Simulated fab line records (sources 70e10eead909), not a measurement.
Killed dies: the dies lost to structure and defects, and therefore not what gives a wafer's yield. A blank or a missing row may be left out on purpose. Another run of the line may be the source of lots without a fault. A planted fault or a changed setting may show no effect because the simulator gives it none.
Which of the tools did it? + flow nand_harc + 24 lots, 72 wafers sampled, at 3 steps of a route of 1159

WHAT EACH GAUGE READ, for each wafer
NHARC_P_STI_OCD_MEAS_17. Usual: trench_depth_nm 301 nm, standard deviation 4; trench_foot_cd_nm 158.6 nm, standard deviation 2.5.
| lot  | measured    | on     | trench_depth_nm (nm) | trench_foot_cd_nm (nm) | flag |
|------|-------------|--------|----------------------|------------------------|------|
| L074 | day 2 12:22 | ocd-01 | 297 302 299          | 158.1 157.3 161.6      |      |
| L075 | day 2 18:33 | ocd-01 | 303 307 301          | 158.4 154.2 157.3      |      |
| L077 | day 3 04:53 | ocd-01 | 295 305 298          | 158.9 155.6 156.8      |      |
| L076 | day 3 05:03 | ocd-02 | 296 300 295          | 157.7 159.3 159.2      |      |
| L078 | day 3 14:47 | ocd-02 | 300 299 306          | 159.2 159.4 156.3      |      |
| L079 | day 3 14:57 | ocd-01 | 305 298 302          | 161.5 161.3 156.0      |      |
| L080 | day 4 01:40 | ocd-01 | 306 304 301          | 151.5 153.9 157.0      |      |
| L081 | day 4 05:37 | ocd-02 | 301 302 297          | 158.5 159.1 157.0      |      |
| L082 | day 4 14:09 | ocd-01 | 303 296 300          | 158.8 160.1 163.4      |      |
| L083 | day 4 17:37 | ocd-01 | 298 299 296          | 156.4 155.1 161.6      |      |
| L084 | day 5 01:29 | ocd-02 | 302 292 301          | 163.3 158.6 159.4      |      |
| L085 | day 5 05:41 | ocd-02 | 301 306 303          | 161.1 159.8 160.3      |      |
| L086 | day 5 11:39 | ocd-02 | 301 306 306          | 157.4 157.2 154.8      |      |
| L087 | day 5 17:48 | ocd-02 | 303 305 300          | 156.0 163.1 159.1      |      |
| L088 | day 5 23:43 | ocd-02 | 303 298 304          | 160.4 160.6 155.1      |      |
| L089 | day 6 09:01 | ocd-02 | 302 302 302          | 161.6 158.9 158.2      |      |
| L090 | day 6 09:10 | ocd-01 | 308 298 307          | 157.8 161.6 158.3      |      |
| L091 | day 6 18:37 | ocd-02 | 301 302 306          | 160.3 155.4 155.5      |      |
| L092 | day 6 23:53 | ocd-02 | 305 303 302          | 158.3 160.4 161.6      |      |
| L093 | day 7 05:53 | ocd-01 | 300 301 304          | 156.1 155.9 154.5      |      |
| L094 | day 7 11:45 | ocd-02 | 298 296 303          | 160.8 160.2 158.6      |      |
| L095 | day 7 18:47 | ocd-02 | 303 297 297          | 158.8 158.3 163.2      |      |
| L096 | day 8 01:10 | ocd-02 | 293 302 293          | 158.0 155.4 160.1      |      |
| L097 | day 8 06:55 | ocd-02 | 297 295 303          | 157.0 157.7 159.9      |      |

NHARC_P_GATE_CD_MEAS_26: the cd target is 120 nm. Usual: cd_nm at 120.1 nm, with a standard deviation of 0.6.
| lot  | measured     | on        | cd_nm (nm)        | flag |
|------|--------------|-----------|-------------------|------|
| L074 | day 4 12:19  | cd_sem-02 | 121.1 120.5 120.0 |      |
| L075 | day 4 21:32  | cd_sem-03 | 120.1 119.7 120.4 |      |
| L077 | day 5 06:11  | cd_sem-03 | 119.7 120.7 121.1 |      |
| L076 | day 5 05:28  | cd_sem-03 | 120.1 119.9 119.7 |      |
| L078 | day 5 19:17  | cd_sem-02 | 120.1 120.1 120.0 |      |
| L079 | day 5 18:38  | cd_sem-01 | 121.2 120.3 121.4 |      |
| L080 | day 6 05:18  | cd_sem-01 | 120.0 120.0 120.3 |      |
| L081 | day 6 06:06  | cd_sem-02 | 119.6 119.5 119.0 |      |
| L082 | day 6 16:55  | cd_sem-02 | 119.9 119.3 120.0 |      |
| L083 | day 6 17:34  | cd_sem-01 | 120.0 120.3 120.4 |      |
| L084 | day 7 05:58  | cd_sem-03 | 121.1 119.7 120.2 |      |
| L085 | day 7 05:49  | cd_sem-02 | 118.7 119.8 120.2 |      |
| L086 | day 7 22:43  | cd_sem-03 | 119.5 120.1 119.5 |      |
| L087 | day 7 23:14  | cd_sem-02 | 120.4 119.9 120.7 |      |
| L088 | day 8 04:55  | cd_sem-03 | 119.8 119.5 120.6 |      |
| L089 | day 8 09:35  | cd_sem-01 | 119.8 119.1 119.6 |      |
| L090 | day 8 10:19  | cd_sem-03 | 120.4 119.3 120.1 |      |
| L091 | day 8 22:31  | cd_sem-03 | 120.1 119.8 119.9 |      |
| L092 | day 8 23:18  | cd_sem-02 | 119.8 120.5 120.2 |      |
| L093 | day 9 10:05  | cd_sem-03 | 120.4 120.8 120.9 |      |
| L094 | day 9 10:59  | cd_sem-03 | 120.1 120.4 120.2 |      |
| L095 | day 9 22:49  | cd_sem-01 | 120.0 121.0 120.5 |      |
| L096 | day 10 07:01 | cd_sem-03 | 121.0 120.6 121.2 |      |
| L097 | day 10 06:31 | cd_sem-01 | 119.1 119.7 119.9 |      |

WHICH TOOL RAN EACH LOT (tool, then ch and the chambers of the sampled wafers, then the start)
| lot  | NHARC_P_STI_CMP_21           |
|------|------------------------------|
| L074 | cmp-02 ch 0,1,3, day 3 05:19 |
| L075 | cmp-04 ch 1,2,3, day 3 12:29 |
| L077 | cmp-03 ch 1,3, day 3 23:04   |
| L076 | cmp-04 ch 0,1,2, day 3 23:02 |
| L078 | cmp-04 ch 0,1, day 4 11:03   |
| L079 | cmp-02 ch 2,3, day 4 11:03   |
| L080 | cmp-04 ch 1,3, day 4 21:17   |
| L081 | cmp-02 ch 0,2,3, day 4 21:19 |
| L082 | cmp-02 ch 1,2,3, day 5 08:55 |
| L083 | cmp-04 ch 0,2,3, day 5 08:58 |
| L084 | cmp-03 ch 0,2,3, day 5 22:00 |
| L085 | cmp-04 ch 1,2,3, day 5 21:57 |
| L086 | cmp-04 ch 0,1,3, day 6 13:50 |
| L087 | cmp-02 ch 0,1,2, day 6 13:51 |
| L088 | cmp-02 ch 0,1,3, day 6 20:19 |
| L089 | cmp-03 ch 1,2,3, day 7 03:14 |
| L090 | cmp-02 ch 0,3, day 7 03:17   |
| L091 | cmp-02 ch 0,1,2, day 7 13:22 |
| L092 | cmp-04 ch 0,2,3, day 7 19:12 |
| L093 | cmp-04 ch 1,2,3, day 8 03:26 |
| L094 | cmp-02 ch 0,1,3, day 8 03:25 |
| L095 | cmp-03 ch 0,1,3, day 8 14:30 |
| L096 | cmp-02 ch 1,2,3, day 8 21:34 |
| L097 | cmp-03 ch 1,2, day 8 21:32   |
- NHARC_P_STI_CMP_21: polishes, t overpolish 20 s, target thk 380.67 nm.

WHAT THE TOOLS THEMSELVES READ (means of the sampled wafers that have a number; where no wafer has one, the mark that the record gives instead)
NHARC_P_STI_CMP_21. Usual: motor_current_A 11.9 A, standard deviation 1.5; overpolish_run_s 20.000 s, standard deviation 0.0092.
| lot  | tool   | motor_current_A (A) | overpolish_run_s (s) | flag |
|------|--------|---------------------|----------------------|------|
| L074 | cmp-02 | 11.3                | 20.008               |      |
| L075 | cmp-04 | 10.5                | 20.008               |      |
| L077 | cmp-03 | 12.1                | 19.998               |      |
| L076 | cmp-04 | 11.2                | 20.006               |      |
| L078 | cmp-04 | 10.4                | 20.006               |      |
| L079 | cmp-02 | 12.5                | 20.005               |      |
| L080 | cmp-04 | 10.7                | 19.996               |      |
| L081 | cmp-02 | 11.5                | 19.999               |      |
| L082 | cmp-02 | 12.6                | 20.003               |      |
| L083 | cmp-04 | 12.3                | 19.999               |      |
| L084 | cmp-03 | 12.2                | 20.003               |      |
| L085 | cmp-04 | 10.8                | 20.004               |      |
| L086 | cmp-04 | 10.9                | 19.998               |      |
| L087 | cmp-02 | 11.9                | 20.005               |      |
| L088 | cmp-02 | 10.9                | 19.992               |      |
| L089 | cmp-03 | 12.7                | 20.003               |      |
| L090 | cmp-02 | 11.2                | 19.995               |      |
| L091 | cmp-02 | 12.2                | 19.999               |      |
| L092 | cmp-04 | 11.7                | 20.002               |      |
| L093 | cmp-04 | 11.0                | 19.999               |      |
| L094 | cmp-02 | 11.6                | 19.994               |      |
| L095 | cmp-03 | 12.4                | 20.006               |      |
| L096 | cmp-02 | 12.7                | 20.001               |      |
| L097 | cmp-03 | 13.4                | 20.003               |      |

THE ANSWER, worked out from the rows above alone
Rule: take the mean of a lot's wafers that have a number; if it is more than 3 standard deviations from the usual mean, the lot is off. Also off: a lot with no number at a reading for which 4 or more lots have one. Any other lot the step has rows for is counted as sound. Order of review: gauges by route order, followed by the tools' own readings, for which a lot's mean as printed above is used. At the first step where some lot is off, the reading lying furthest off is the one used; lots without a number count as furthest.
No lot is off on any of the readings shown, so nothing can be concluded from this.

WHAT WAS PUT IN BY THE SIMULATOR
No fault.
